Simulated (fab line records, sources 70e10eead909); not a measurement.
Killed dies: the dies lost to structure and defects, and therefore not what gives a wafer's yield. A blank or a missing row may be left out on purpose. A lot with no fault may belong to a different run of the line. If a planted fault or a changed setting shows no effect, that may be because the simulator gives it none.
A struck lot beside a sound one | flow nand harc | 14 steps out of a route of 1302
Sound: wafers L339.1, L339.3, L339.6. Wafers struck: L355.1, L355.2, L355.6. Last of all comes the cause.
Each step with rows lists, per side, the tool, then ch with its chambers, then its first start. Under that, the readings that differ: sound wafers | struck wafers | difference of the means | sigmas: that difference in standard deviations of wafers without a fault.
alike: same words and numbers on both sides, and readings whose means sit less than 2 such deviations apart. not compared: any withheld reading, any reading some wafer has no value for, any bound like >300 that may hide the same value, and any number with overlapping values for which the record gives no deviation.
A row with sigmas, a row that says differs or no value, or rows on one side alone: a step with any of these is where the two part. Numbers that have no deviation but don't overlap get no sigmas and don't part them. A reading missing from all wafers of one side parts the sides only when that side holds two or more wafers.

NHARC_P_M0_CMP_23: polishes, t overpolish 20 s, target thk 117.54 nm.
  sound on cmp-02 ch 0,1,3, day 6 18:37; struck on cmp-03 ch 0,2,3, day 13 09:14
  alike: motor current A, time to endpoint s
NHARC_P_M0_THK_MEAS_24: measures by xrf.
  sound on film metro-02 at day 6 18:56; struck on film metro-01 at day 13 09:29
  alike: thk nm
then, 1 step without rows for these wafers: NHARC_P_M0_SRD_25.
NHARC_P_M0_INSPECT_27:
  sound on defect inspect-01 at day 6 19:05; struck on defect inspect-01 at day 13 09:41
  alike: raw defect count
NHARC_P_M0_PRE_CLEAN_31: time 12 s.
  sound on pecvd-03 ch 0,1,2, day 6 19:10; struck on pecvd-01 ch 1,2, day 13 09:45
  alike: heater power w, rf fwd power W
NHARC_P_M0_DEP_32: deposits SiCN, target thk 30 nm.
  sound on pecvd-03 ch 0,1,2, day 6 19:17; struck on pecvd-01 ch 1,2, day 13 09:50
  alike: heater power w, rf fwd power W
then, 5 steps without rows for these wafers: NHARC_P_M1_DEP_00 (deposits SiOC, target thk 182.5 nm); NHARC_P_M1_DEHYDRATE_01 (time 120 s); NHARC_P_M1_HMDS_02 (time 30 s); NHARC_P_M1_COAT_34 (time 65 s); NHARC_P_M1_COAT_03 (resist thk 90 nm).
NHARC_P_M1_SOFTBAKE_04: time 55 s.
  sound on litho track-01 ch 0, day 6 20:00; struck on litho track-04 ch 0, day 13 10:00
  reading                  | sound                | struck               | difference | sigmas
  heater power total W (W) | 188.44 188.39 188.64 | 177.45 177.51 177.75 | -10.92     | -84
then, 2 steps without rows for these wafers: NHARC_P_M1_EBR_05; NHARC_END_SORT_01.

## WHERE THEY PART
Only at NHARC_P_M1_SOFTBAKE_04, within this record.

WHY: the cause the simulator had injected
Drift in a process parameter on litho track-04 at NHARC_P_M1_SOFTBAKE_04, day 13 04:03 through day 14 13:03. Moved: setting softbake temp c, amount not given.
